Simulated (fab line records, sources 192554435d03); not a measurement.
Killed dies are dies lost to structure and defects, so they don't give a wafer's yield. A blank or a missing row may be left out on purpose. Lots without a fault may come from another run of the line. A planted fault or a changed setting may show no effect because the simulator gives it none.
fab line records | flow n5_finfet
record lots=9 wafers=25 last_day=19
route steps=1938 shown BEOL_M0_SAQP@640 BEOL_M4@1111
lots that met no fault: from a run of the same line without faults
start_h: hours from the record's first day to the start of the lot's first wafer shown | wait_h: hours since the lot's step before | " the same as in the row above | L1.1+2: a row that stands for several wafers | - no value, or no start given | * or withheld: withheld | < > ~ a bound
route shown NAME@n: a module of which the file shows steps, and the number in the route of the first | usual: mean/standard deviation of fault-free wafers | same: alike in all rows | chamber/n: place in a boat | sites: the reading at each site | _std_site: their standard deviation | _edge_site: outer sites' mean less inner sites' | radius_mm: how far each site lies from the wafer's centre | mask NAME#n: copy n | behind: the tool/chamber that last shaped the wafer | hold: why the lot was held/for how many hours/how that ended | device: the transistor (n, p or np) that didn't switch | end of line: the same wafers' tests at the end of the route | a step without rows: its recipe alone | killed: dies lost to structure and defects at the first sort, not the wafer's yield | map: a wafer's dies, x killed, . not, _ none there
set.NAME: the setting as run; set.NAME@STEP: as run at that earlier step | model.NAME: the simulator's own value behind a step, which no gauge read
steps of the route over a sample of lots; a table a step, a row a wafer
services: from which hour (start_h, from the record's first day; less than 0 if before it) a tool's chamber was out of use, for how many hours, and why
## steps
# step N5_BEOL_M0_SAQP_HM_DEP_111
# recipe material=SiO2 target_thk_a=120 temp_c=400 precursor=SiH4/N2O pressure_torr=0.75 rf_w=275 time_s=7.2
# usual chamber_pressure_Torr=0.7499/0.0016 heater_power_w=814/110 rf_fwd_power_W=273.0/0.91 showerhead_plenum_p_Torr=8.17/0.15
# columns lot.wafer tool chamber start_h wait_h chamber_pressure_Torr heater_power_w rf_fwd_power_W showerhead_plenum_p_Torr since_wet_clean_h
L981.1 pecvd-04 2 126.14 0.0 0.7500 888 275.6 8.26 438
L981.5 " 1 " " 0.7498 832 272.7 8.28 -
L981.6 " 2 " " 0.7481 876 274.6 8.24 -
L982.1 pecvd-04 1 129.51 0.0 0.7508 914 271.6 8.32 1921
L982.3 " 0 " " 0.7471 867 273.7 7.87 1196
L982.6 " 2 " " 0.7500 820 274.8 8.26 -
L984.3 pecvd-04 2 144.17 0.0 0.7524 897 273.1 8.23 456
L984.4 " 1 " " 0.7509 884 272.9 8.30 -
L984.5 " 0 " " 0.7536 993 273.3 7.86 -
L987.3 pecvd-01 1 156.79 0.0 0.7497 864 273.3 8.29 1767
L987.5 " 1 " " 0.7508 836 272.0 8.28 -
L987.6 " 0 " " 0.7506 820 273.0 7.97 -
L989.3 pecvd-01 1 176.01 0.0 0.7508 897 272.0 8.24 1786
L989.4 " 2 " " 0.7511 646 272.4 8.28 -
L989.5 " 0 " " 0.7505 828 271.9 7.99 -
L995.2 pecvd-02 2 243.55 0.0 0.7494 715 272.5 8.18 193
L995.4 " 1 " " 0.7464 887 273.1 8.22 -
L999.2 pecvd-01 2 247.19 0.0 0.7501 678 272.5 8.28 344
L999.3 " 0 " " 0.7491 917 273.2 7.99 -
L999.4 " 2 " " 0.7507 665 272.2 8.28 -
L996.4 pecvd-04 0 248.72 0.1 0.7501 929 272.5 7.88 -
L996.5 " 1 " " 0.7495 761 273.0 8.34 -
L996.6 " 2 " " 0.7492 803 273.5 8.24 -
L101.2 pecvd-02 1 257.72 0.0 0.7515 922 272.9 8.19 1687
L101.3 " 0 " " 0.7517 631 273.2 8.25 962
# step N5_BEOL_M0_SAQP_ETCH_107
# recipe chemistry=CH3F/O2 target=SiNx target_depth_a=300 mask_material=SOC pressure_mtorr=30 source_w=395 bias_w=73 Ar_flow_sccm=150 CH3F_flow_sccm=30 O2_flow_sccm=20 ion_energy_ev=120
# usual O2_flow_sccm=19.99/0.061 drypump_motor_current_A=5.9/0.52 oes_f_703_au=0.81/0.098 oes_product_au=0.80/0.097 rf_fwd_power_W=391.3/1.7 rf_vpp_V=295/4.3 showerhead_plenum_p_Torr=2.00/0.059 throttle_valve_pct=16.30/0.3
# columns lot.wafer tool chamber start_h wait_h O2_flow_sccm drypump_motor_current_A oes_f_703_au oes_product_au rf_fwd_power_W rf_hours_counter_h rf_vpp_V showerhead_plenum_p_Torr throttle_valve_pct
L981.1 rie_diel-02 0 128.88 0.0 20.07 5.6 1.01 0.99 387.2 0 292 1.97 16.11
L981.5 " 2 " " 20.00 6.5 0.69 0.67 392.1 - 296 1.96 16.72
L981.6 " 3 " " 19.98 6.2 0.70 0.69 389.9 - 302 1.91 16.53
L982.1 rie_diel-03 0 133.34 0.0 20.01 4.9 0.80 0.80 393.4 121 296 2.02 16.08
L982.3 " 2 " " 20.00 5.7 0.77 0.76 393.1 130 293 2.02 16.23
L982.6 " 3 " " 20.08 6.6 0.99 0.97 390.5 - 294 2.06 16.09
L984.3 rie_diel-02 3 147.70 0.0 20.07 6.2 0.69 0.69 391.2 210 300 1.91 16.55
L984.4 " 2 " " 19.99 6.4 0.68 0.68 390.4 249 295 1.96 16.77
L984.5 " 2 " " 19.98 6.4 0.68 0.67 391.4 - 296 1.96 16.73
L987.3 rie_diel-02 0 160.52 0.0 19.89 5.6 1.25 1.00 485.5 11 263 1.96 16.15
L987.5 " 3 " " 20.00 6.2 0.92 0.73 488.2 - 272 1.91 16.55
L987.6 " 0 " " 20.05 5.6 1.25 1.00 484.3 - 265 1.96 16.13
L989.3 rie_diel-02 0 179.46 0.0 20.04 5.6 1.23 0.97 485.0 16 263 1.96 16.17
L989.4 " 2 " " 20.04 6.4 1.28 1.05 485.9 1 267 1.96 16.30
L989.5 " 1 " " 19.99 5.2 0.93 0.73 483.0 - 262 1.92 16.84
L995.2 rie_diel-02 1 248.01 0.0 20.00 5.2 0.70 0.69 389.5 234 288 1.91 16.85
L995.4 " 0 " " 20.05 5.6 0.90 0.91 390.2 31 293 1.96 16.18
L999.2 rie_diel-03 3 250.77 0.0 20.03 6.6 0.90 0.87 391.6 45 292 2.04 16.16
L999.3 " 2 " " 20.00 5.7 0.73 0.72 393.9 165 292 2.00 16.29
L999.4 " 0 " " 19.90 4.9 0.76 0.76 394.2 162 297 2.00 16.17
L996.4 rie_diel-02 1 251.61 0.0 19.98 5.2 0.69 0.69 388.6 235 287 1.91 16.84
L996.5 " 3 " " 19.92 6.2 0.68 0.68 391.3 - 301 1.90 16.58
L996.6 " 0 " " 19.93 5.6 0.90 0.89 391.1 - 292 1.96 16.19
L101.2 rie_diel-01 1 264.07 0.0 19.91 5.8 0.89 0.85 390.9 63 290 2.11 15.81
L101.3 " 0 " " 19.95 6.4 0.79 0.79 392.0 131 291 1.99 16.12
# step N5_BEOL_M0_SAQP_MANDREL2_REMOVE_110
# recipe chemistry=HBr/Cl2/O2 bt_time_s=10 target=a-Si stop_on=SiCN endpoint=OES-SiCl over_etch_frac=1 icp_w=600 bias_w=30 HBr_flow_sccm=150 Cl2_flow_sccm=80 O2_flow_sccm=5 pressure_mtorr=10
# usual O2_flow_sccm=5.002/0.015 drypump_motor_current_A=5.8/0.51 oes_product_au=0.996/0.013 rf_fwd_power_W=596.5/2.1 throttle_valve_pct=36.72/0.27
# columns lot.wafer tool chamber start_h wait_h O2_flow_sccm drypump_motor_current_A oes_product_au rf_fwd_power_W rf_hours_counter_h throttle_valve_pct
L981.1 rie_si-03 1 129.81 0.1 5.013 5.2 0.989 595.5 70 36.50
L981.5 " 1 " " 5.011 5.2 0.993 592.4 - 36.49
L981.6 " 2 " " 5.033 6.1 0.989 595.4 - 36.58
L982.1 rie_si-03 0 134.22 0.1 5.002 6.4 0.996 596.3 190 36.86
L982.3 " 1 " " 5.022 5.2 0.994 593.0 70 36.49
L982.6 " 3 " " 5.020 6.3 0.980 597.3 - 36.90
L984.3 rie_si-02 1 148.59 0.1 5.022 5.1 1.009 597.2 94 37.26
L984.4 " 2 " " 5.012 6.5 0.994 595.2 23 36.86
L984.5 " 0 " " 5.043 5.7 1.009 600.6 - 36.75
L987.3 rie_si-03 0 161.40 0.1 5.003 6.4 0.996 597.0 190 36.86
L987.5 " 2 " " 5.028 6.1 0.988 597.5 - 36.58
L987.6 " 3 " " 4.998 6.3 0.994 599.5 - 36.93
L989.3 rie_si-02 1 180.54 0.1 5.003 5.1 0.998 596.6 94 37.26
L989.4 " 3 " " 4.996 5.9 1.004 596.6 150 36.71
L989.5 " 0 " " 5.010 5.7 1.015 599.8 - 36.76
L995.2 rie_si-03 3 248.93 0.1 4.980 6.3 0.970 597.1 83 36.92
L995.4 " 0 " " 5.002 6.4 0.985 595.9 1 36.95
L999.2 rie_si-02 3 251.75 0.1 5.027 5.9 1.013 598.5 151 36.73
L999.3 " 2 " " 5.001 6.5 0.979 595.3 25 36.85
L999.4 " 1 " " 5.006 5.1 0.989 598.8 95 37.25
L996.4 rie_si-02 3 252.81 0.1 4.974 5.9 1.009 599.2 151 36.75
L996.5 " 2 " " 4.975 6.5 0.985 595.4 - 36.87
L996.6 " 1 " " 4.997 5.1 0.991 600.2 - 37.25
L101.2 rie_si-02 0 264.95 0.1 4.998 5.7 1.006 599.5 77 36.74
L101.3 " 2 " " 4.988 6.5 0.986 596.7 25 36.84
# step N5_BEOL_M0_SAQP_CD_MEAS_40
# recipe target_cd_nm=30 landing_energy_ev=500 detector=se_inlens
# usual cd_nm=29.96/0.26
# same landing_energy_ev=500
# columns lot.wafer tool chamber start_h wait_h cd_nm
L981.1 cd_sem-03 0 130.35 - 30.39
L981.5 " 0 " " 29.62
L981.6 " 0 " " 29.90
L982.1 cd_sem-03 0 134.78 - 30.18
L982.3 " 0 " " 30.01
L982.6 " 0 " " 29.75
L984.3 cd_sem-03 0 149.01 - 29.68
L984.4 " 0 " " 29.84
L984.5 " 0 " " 29.49
L987.3 cd_sem-03 0 161.82 - 30.04
L987.5 " 0 " " 29.73
L987.6 " 0 " " 30.21
L989.3 cd_sem-02 0 180.96 - 29.74
L989.4 " 0 " " 30.06
L989.5 " 0 " " 30.04
L995.2 cd_sem-01 0 249.35 - 30.26
L995.4 " 0 " " 30.30
L999.2 cd_sem-02 0 252.17 - 30.00
L999.3 " 0 " " 29.75
L999.4 " 0 " " 29.52
L996.4 cd_sem-02 0 253.35 - 30.22
L996.5 " 0 " " 29.90
L996.6 " 0 " " 29.97
L101.2 cd_sem-02 0 265.50 - 30.24
L101.3 " 0 " " 30.50
# step N5_BEOL_M4_RC_MEAS_101
# usual DIBL_N=37.2/2.1 DIBL_P=37.3/2.3 IOFF_N=0.18/0.041 IOFF_P=0.24/0.042 ION_N=680/13 ION_P=466/7.7 SS_N=71.8/0.68 SS_P=73.5/0.66 VT_N=249/3.6 VT_P=-248/3.4
# columns lot.wafer tool chamber start_h wait_h DIBL_N[mV/V] DIBL_P[mV/V] IOFF_N[nA/um] IOFF_P[nA/um] ION_N[uA/um] ION_P[uA/um] SS_N[mV/dec] SS_P[mV/dec] VT_N[mV] VT_P[mV]
L981.1 prober-01 0 193.23 0.0 39.2 39.5 0.23 0.27 705 473 71.8 74.0 243 -247
L981.5 " 0 " " 38.1 37.7 0.19 0.23 689 468 72.9 73.8 248 -252
L981.6 " 0 " " 39.9 41.7 0.27 0.32 712 482 72.1 74.1 242 -243
L982.1 prober-02 0 202.25 0.0 37.4 34.9 0.14 0.19 667 458 71.9 73.1 251 -251
L982.3 " 0 " " 38.0 36.7 0.16 0.21 666 458 71.9 73.1 249 -251
L982.6 " 0 " " 35.2 31.8 0.11 0.15 652 450 70.9 71.9 257 -256
L984.3 prober-02 0 210.05 0.3 34.4 33.7 0.13 0.19 676 468 71.2 73.0 254 -252
L984.4 " 0 " " 35.4 35.4 0.14 0.21 668 460 71.7 72.4 252 -248
L984.5 " 0 " " 35.9 35.8 0.15 0.22 673 464 71.1 73.9 248 -246
L987.3 prober-02 0 228.33 0.3 35.3 36.0 0.16 0.26 686 475 72.0 73.8 249 -244
L987.5 " 0 " " 33.3 34.3 0.13 0.22 670 473 70.9 73.4 250 -246
L987.6 " 0 " " 36.0 36.6 0.18 0.28 686 477 71.9 73.5 249 -240
L989.3 prober-01 0 229.52 0.5 42.0 39.8 0.26 0.28 686 462 72.7 74.2 242 -247
L989.4 " 0 " " 39.3 37.0 0.19 0.23 676 457 72.1 74.4 249 -248
L989.5 " 0 " " 40.1 38.6 0.23 0.26 709 480 72.5 74.3 243 -243
L995.2 prober-01 0 305.43 0.2 39.4 40.3 0.22 0.30 684 479 73.5 74.3 247 -246
L995.4 " 0 " " 39.5 40.7 0.21 0.31 675 470 72.4 74.2 250 -244
L996.4 prober-01 0 316.76 0.5 36.4 38.7 0.18 0.25 686 472 72.6 73.6 246 -246
L996.5 " 0 " " 36.9 39.7 0.18 0.26 690 480 72.1 73.6 247 -245
L996.6 " 0 " " 35.1 37.1 0.15 0.23 674 469 72.0 73.0 250 -249
L999.2 prober-02 0 333.30 0.2 35.5 36.1 0.15 0.19 678 459 71.7 73.9 251 -252
L999.3 " 0 " " 36.6 37.3 0.17 0.22 667 457 71.9 74.1 248 -249
L999.4 " 0 " " 38.1 39.4 0.23 0.26 704 473 72.0 74.4 242 -248
L101.2 prober-02 0 336.04 0.2 37.5 36.9 0.18 0.25 675 466 72.0 73.6 251 -249
L101.3 " 0 " " 38.1 37.8 0.20 0.27 677 463 72.2 74.2 248 -245
## services
# columns tool chamber start_h hours kind
rie_diel-02 0 105.21 - clean
rie_diel-02 0 105.21 - consumable_replace:focus_ring
rie_diel-02 0 105.21 21.7 scheduled_down
rie_diel-02 0 105.21 21.7 vent_cycle
rie_diel-03 3 108.72 - clean
pecvd-02 - 127.83 1.1 repair
rie_diel-02 2 152.47 - clean
rie_diel-02 2 152.47 - consumable_replace:focus_ring
rie_diel-02 2 152.47 24.3 scheduled_down
rie_diel-02 2 152.47 24.3 vent_cycle
pecvd-02 - 157.55 0.9 repair
pecvd-04 0 158.87 5.5 scheduled_down
rie_diel-03 2 170.50 10.6 repair
rie_si-03 0 179.04 - clean
rie_si-03 0 179.04 17.6 scheduled_down
rie_si-03 0 179.04 17.6 vent_cycle
rie_diel-02 - 186.52 0.8 repair
rie_si-03 0 211.39 15.0 repair
rie_diel-01 3 216.72 5.4 repair
pecvd-04 2 221.37 2.1 scheduled_down
pecvd-01 1 223.94 2.1 scheduled_down
rie_diel-02 - 226.79 14.6 pm
pecvd-01 1 231.76 22.7 repair
pecvd-02 - 264.28 5.5 pm
## key
first_sign step=N5_BEOL_M0_SAQP_ETCH_107 reading=rf_fwd_power_W direction=up sigmas=55 usual=* struck=*
effect step=N5_BEOL_M0_SAQP_ETCH_107 reading=rf_vpp_V direction=down sigmas=6.7 usual=295 struck=265
met_at N5_BEOL_M0_SAQP_ETCH_107
struck_lots L987,L989
not_acting_at N5_BEOL_M0_SAQP_HM_DEP_111,N5_BEOL_M0_SAQP_MANDREL2_REMOVE_110,N5_BEOL_M0_SAQP_CD_MEAS_40
onset_between 147.70 160.52
fault kind=process_parameter_drift tool=rie_diel-02 chamber=- onset_h=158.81 steps=N5_BEOL_M0_SAQP_ETCH_107 channel=source_w offset=94.8 shape=step end_h=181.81 acts_in=these_recipes_only stated=395
